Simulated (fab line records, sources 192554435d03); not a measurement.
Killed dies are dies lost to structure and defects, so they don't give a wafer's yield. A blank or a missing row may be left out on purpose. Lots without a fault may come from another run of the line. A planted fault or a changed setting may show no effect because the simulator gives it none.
A struck lot beside a sound one | flow n5_finfet | 27 steps out of a route of 1938
Sound: wafers L186.2, L186.3, L186.4. Struck: wafers L168.2, L168.3, L168.5. The cause comes at the end.
At each step with rows: each side's tool, then ch and its chambers, then its first start. Under that, the readings that differ: sound wafers | struck wafers | difference of the means | sigmas: that difference in standard deviations of wafers without a fault.
alike: readings whose means differ by less than 2 such deviations, and words and numbers that are the same on both sides. not compared: withheld readings, readings that some wafer has no value for, bounds like >300 that may hide the same value, and numbers for which the record gives no deviation and whose values overlap.
The two part at a step that has a row with sigmas, a row that says differs or no value, or rows on one side only. Numbers that don't overlap but have no deviation are shown without sigmas and don't part them. A reading that every wafer of one side lacks parts them only if that side has two wafers or more.

first, 9 steps without rows for these wafers: N5_BEOL_M6_COAT_59 (time 60 s, resist thk 100 nm); N5_BEOL_M6_COAT_60 (time 60 s, resist thk 35 nm); N5_BEOL_M6_COAT_05 (resist thk 90 nm); N5_BEOL_M6_EBR_07; N5_BEOL_M6_SOFTBAKE_06 (time 60 s); N5_BEOL_M6_EXPOSE_08 (exposes mask M6); N5_BEOL_M6_PEB_09 (peb time 60 s); N5_BEOL_M6_DEVELOP_10 (develop time 30 s); N5_BEOL_M6_DESCUM_16 (chemistry O2, time 7.9 s).
N5_BEOL_M6_ETCH_61: etches SiARC in CF4, target depth 45.5 nm, time 75.8 s.
  sound on rie_diel-04 ch 1,2,3, day 17 22:10; struck on rie_diel-01 ch 0,2,3, day 13 07:53
  alike: drypump_motor_current_A, etch_rf_on_time_s, oes_product_au, rf_vpp_V, showerhead_plenum_p_Torr, throttle_valve_pct
  not compared: rf_hours_counter_h
then, 14 steps without rows for these wafers: N5_BEOL_M6_ETCH_62 (etches SOC in N2/H2, target depth 110 nm, overetch 22 nm, time 165 s); N5_BEOL_M6_STRIP_68 (strips in N2/H2); N5_BEOL_M6_STRIP_67 (strips in CF4); N5_BEOL_M6_HM_OPEN_17 (chemistry Cl2/BCl3, target TiN, target depth 20 nm, overetch 6 nm); N5_BEOL_M6_STRIP_19 (strips in O2); N5_BEOL_M6_COAT_63 (time 60 s, resist thk 60 nm); N5_BEOL_M6_COAT_64 (time 60 s, resist thk 12 nm); N5_BEOL_M6_COAT_71 (time 60 s, resist thk 5 nm); N5_BEOL_M6_COAT_22 (resist thk 30 nm); N5_BEOL_M6_EBR_24; N5_BEOL_M6_SOFTBAKE_23 (time 60 s); N5_BEOL_M6_EXPOSE_25 (exposes mask V5, target cd 40 nm); N5_BEOL_M6_PEB_26 (peb time 60 s); N5_BEOL_M6_DEVELOP_27 (develop time 30 s).
N5_BEOL_M6_INSPECT_30: inspects for defects (brightfield).
  sound on defect_inspect-02, day 18 02:07; struck on defect_inspect-02, day 13 10:14
  reading          | sound       | struck      | difference | sigmas
  raw_defect_count | 332 429 303 | 855 864 841 | +499       | +5
then, 1 step without rows for these wafers: N5_BEOL_M6_DESCUM_33 (chemistry O2, time 7 s).
-- the record jumps here: 4 days lie between the struck wafers' starts before and after (it left off in module BEOL_M6 and takes up again in module PASSIVATION, whose first step shown is number 1936 of the route) --
N5_PASSIVATION_PROBE_49:
  sound on prober-02, day 21 21:23; struck on prober-02, day 17 07:26
  reading                  | sound          | struck         | difference | sigmas
  defect_limited_yield (%) | 91.2 91.4 91.9 | 81.6 87.5 83.6 | -7.3       | -5
  killed_at_M4_up          | 15 16 17       | 130 68 132     | +94        | +18
  killed_dies              | 104 102 96     | 217 147 193    | +85        | +5
  sort_bin_5_function (%)  | 5.1 5.2 4.8    | 11.1 7.8 10.5  | +4.8       | +5
  sort_n_pass              | 1076 1078 1084 | 963 1033 987   | -85        | -5
  sort_yield_pct (%)       | 91.2 91.4 91.9 | 81.6 87.5 83.6 | -7.3       | -5
  alike: killed_at_M0_to_M3, killed_at_contacts, killed_at_front_end, killed_at_other, killed_open, killed_short, sort_bin_6_memory

WHERE THEY PART
First at N5_BEOL_M6_INSPECT_30; last, within this record, at N5_PASSIVATION_PROBE_49.

WHY: what the simulator had put in
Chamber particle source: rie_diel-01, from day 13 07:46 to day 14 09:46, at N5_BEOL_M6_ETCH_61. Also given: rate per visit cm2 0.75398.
